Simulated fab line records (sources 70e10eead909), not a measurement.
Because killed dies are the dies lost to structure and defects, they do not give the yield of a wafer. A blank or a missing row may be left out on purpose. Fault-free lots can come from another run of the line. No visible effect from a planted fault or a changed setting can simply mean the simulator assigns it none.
Chamber matching + flow nand-harc + rie-diel-11 running NHARC_A_CONTACT_ETCH_102: 4 sister chambers
The step etches the open film in CF4/O2, target depth 70 nm, overetch 7 nm, time 38.5 s. 8 wafers are shown with their chamber, then 12 later ones without.

## WAFERS, EACH WITH ITS CHAMBER
| wafer  | chamber | oes-product-au (a.u.) | rf-vpp-V (V) |
|--------|---------|-----------------------|--------------|
| L081.3 | 3       | 1.023                 | 198.2        |
| L087.5 | 1       | 0.990                 | 198.5        |
| L088.2 | 2       | 0.978                 | 196.4        |
| L088.4 | 0       | 0.991                 | 199.2        |
| L088.5 | 2       | 0.977                 | 196.6        |
| L089.1 | 1       | 0.981                 | 197.2        |
| L089.3 | 3       | 1.016                 | 196.2        |
| L089.4 | 0       | 0.983                 | 198.8        |

## WAFERS WHOSE CHAMBER IS MISSING
| wafer  | oes-product-au (a.u.) | rf-vpp-V (V) |
|--------|-----------------------|--------------|
| L090.3 | 1.018                 | 199.2        |
| L090.5 | 0.975                 | 197.0        |
| L090.6 | 1.012                 | 197.5        |
| L092.3 | 0.992                 | 196.8        |
| L092.4 | 0.979                 | 197.1        |
| L092.6 | 0.988                 | 197.5        |
| L097.1 | 0.997                 | 197.8        |
| L097.3 | 0.986                 | 197.5        |
| L097.6 | 0.986                 | 199.9        |
| L096.1 | 1.002                 | 197.4        |
| L096.2 | 0.983                 | 196.6        |
| L096.4 | 0.992                 | 198.2        |

## WHICH CHAMBER EACH ONE RAN IN
| wafer  | from the rows above               | in truth |
|--------|-----------------------------------|----------|
| L090.3 | 3                                 | 3        |
| L090.5 | can't be placed: 2 or 1           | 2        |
| L090.6 | 3                                 | 3        |
| L092.3 | can't be placed: 1 or 0 or 2      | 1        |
| L092.4 | can't be placed: 2 or 1 or 0      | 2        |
| L092.6 | can't be placed: 1 or 0 or 2      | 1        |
| L097.1 | can't be placed: 1 or 0 or 2      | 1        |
| L097.3 | can't be placed: 1 or 0 or 2      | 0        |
| L097.6 | can't be placed: 0 or 1           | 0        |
| L096.1 | can't be placed: 1 or 3 or 0 or 2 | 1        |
| L096.2 | can't be placed: 2 or 1 or 0      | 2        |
| L096.4 | can't be placed: 0 or 1           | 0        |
Correctly placed: 2 of 12. Unplaceable from these rows: 10, with the true chamber sitting among the candidates in 10. Placed wrongly: 0.
How it was worked out, from the rows above alone: a wafer's distance from a chamber is the root of the sum, over the readings, of the square of ((its reading less the chamber's mean) divided by the reading's scatter). The wafer belongs to the nearest chamber; if the next one is less than 2 further off, it can't be placed. A chamber's mean is the mean of its shown wafers. The scatter: the root of (the sum of the squares of (reading less its chamber's mean) over the shown wafers, divided by (wafers less chambers)).
